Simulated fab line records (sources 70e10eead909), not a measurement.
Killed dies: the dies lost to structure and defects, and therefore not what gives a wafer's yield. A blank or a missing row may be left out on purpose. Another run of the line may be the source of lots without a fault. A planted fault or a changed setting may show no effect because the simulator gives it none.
Check of tool commonality	flow nand_harc	2 lots and 6 wafers in the sample

## REASON IT WAS OPENED
On 2 of the 2 lots, a flag is raised at NHARC_END_SORT_01 on the reading killed_dies. No-fault wafers: 58, standard deviation 18.
Rule: a lot is flagged in two cases, either no wafer of it has a number, or all its wafers with numbers fall more than 4 standard deviations from that mean. As for the other lots, they are considered sound.

lot	measured	on	killed_dies, wafer by wafer	flag
L839	day 29 20:06	prober-01	677 677 677	FLAGGED
L840	day 30 13:04	prober-01	677 677 677	FLAGGED
The mean of the flagged lots' numbers is 677, +619 from the usual (+34 standard deviations).

## LOT BY LOT: THE TOOL USED
Before the reading, the record contains 4 process steps out of a 1302-step route. Cell contents, in order: the tool; ch with the chambers the sampled wafers went through; the start.
lot	flag	NHARC_A_STAIRCASE_TRIM_202	NHARC_A_STAIRCASE_DESCUM_219	NHARC_A_STAIRCASE_ETCH_223	NHARC_A_STAIRCASE_TRIM_226
L839	FLAGGED	rie_diel-01 ch 0,2,3, day 22 06:47 or earlier	rie_diel-05 ch 0,2,3, day 22 06:47	rie_diel-05 ch 1,2,3, day 22 07:14	rie_diel-05 ch 0,2,3, day 29 20:06 or earlier
L840	FLAGGED	rie_diel-01 ch 0,2,3, day 22 15:55 or earlier	rie_diel-05 ch 1,2,3, day 22 15:55	rie_diel-05 ch 0,1,3, day 22 16:22	rie_diel-05 ch 0,2, day 30 13:04 or earlier
What these steps do:
- NHARC_A_STAIRCASE_TRIM_202: chemistry O2, time 211.2 s.
- NHARC_A_STAIRCASE_DESCUM_219: chemistry O2, time 3 s.
- NHARC_A_STAIRCASE_ETCH_223: etches the open film in C4F8/O2, target depth 100 nm, time 40.5 s.
- NHARC_A_STAIRCASE_TRIM_226: chemistry O2, time 211.2 s.
- NHARC_END_SORT_01

## FLAGGED AGAINST TOTAL, ONE TOOL AT A TIME (gauges that did the reading follow at the end)
step	tool	lots run	flagged	share of the flagged lots	sound lots run after its first flagged lot
NHARC_A_STAIRCASE_TRIM_202	rie_diel-01	2	2	all	0
NHARC_A_STAIRCASE_DESCUM_219	rie_diel-05	2	2	all	0
NHARC_A_STAIRCASE_ETCH_223	rie_diel-05	2	2	all	0
NHARC_A_STAIRCASE_TRIM_226	rie_diel-05	2	2	all	0
NHARC_END_SORT_01	prober-01	2	2	all	0
Because NHARC_A_STAIRCASE_TRIM_202 lacks a start for some lots, the hours and order of its lots are taken from NHARC_A_STAIRCASE_DESCUM_219. Because NHARC_A_STAIRCASE_TRIM_226 lacks a start for some lots, the hours and order of its lots are taken from NHARC_END_SORT_01.

## WHAT IS ALLOWED BY THE TABLE
5 rows of the table ran every flagged lot: rie_diel-01 at NHARC_A_STAIRCASE_TRIM_202, rie_diel-05 at NHARC_A_STAIRCASE_DESCUM_219, rie_diel-05 at NHARC_A_STAIRCASE_ETCH_223, rie_diel-05 at NHARC_A_STAIRCASE_TRIM_226, prober-01 at NHARC_END_SORT_01.
- rie_diel-01 at NHARC_A_STAIRCASE_TRIM_202: 2 of its 2 lots flagged. It ran no sound lot before its first flagged lot in this sample, so the start can't be narrowed down.
- rie_diel-05 at NHARC_A_STAIRCASE_DESCUM_219: 2 of its 2 lots flagged. It ran no sound lot before its first flagged lot in this sample, so the start can't be narrowed down.
- rie_diel-05 at NHARC_A_STAIRCASE_ETCH_223: 2 of its 2 lots flagged. It ran no sound lot before its first flagged lot in this sample, so the start can't be narrowed down. Its own readings (oes_product_au) fall more than 4 standard deviations out on all wafers of the flagged lots.
- rie_diel-05 at NHARC_A_STAIRCASE_TRIM_226: 2 of its 2 lots flagged. It ran no sound lot before its first flagged lot in this sample, so the start can't be narrowed down.
- prober-01 at NHARC_END_SORT_01: 2 of its 2 lots flagged. It ran no sound lot before its first flagged lot in this sample, so the start can't be narrowed down.
A lot count leaves these 3 tools indistinguishable: every one of them fits a fault beginning at some hour. More lots, or a look at what each step does to the wafer, might.

## WHAT THE SIMULATOR HAD PUT IN
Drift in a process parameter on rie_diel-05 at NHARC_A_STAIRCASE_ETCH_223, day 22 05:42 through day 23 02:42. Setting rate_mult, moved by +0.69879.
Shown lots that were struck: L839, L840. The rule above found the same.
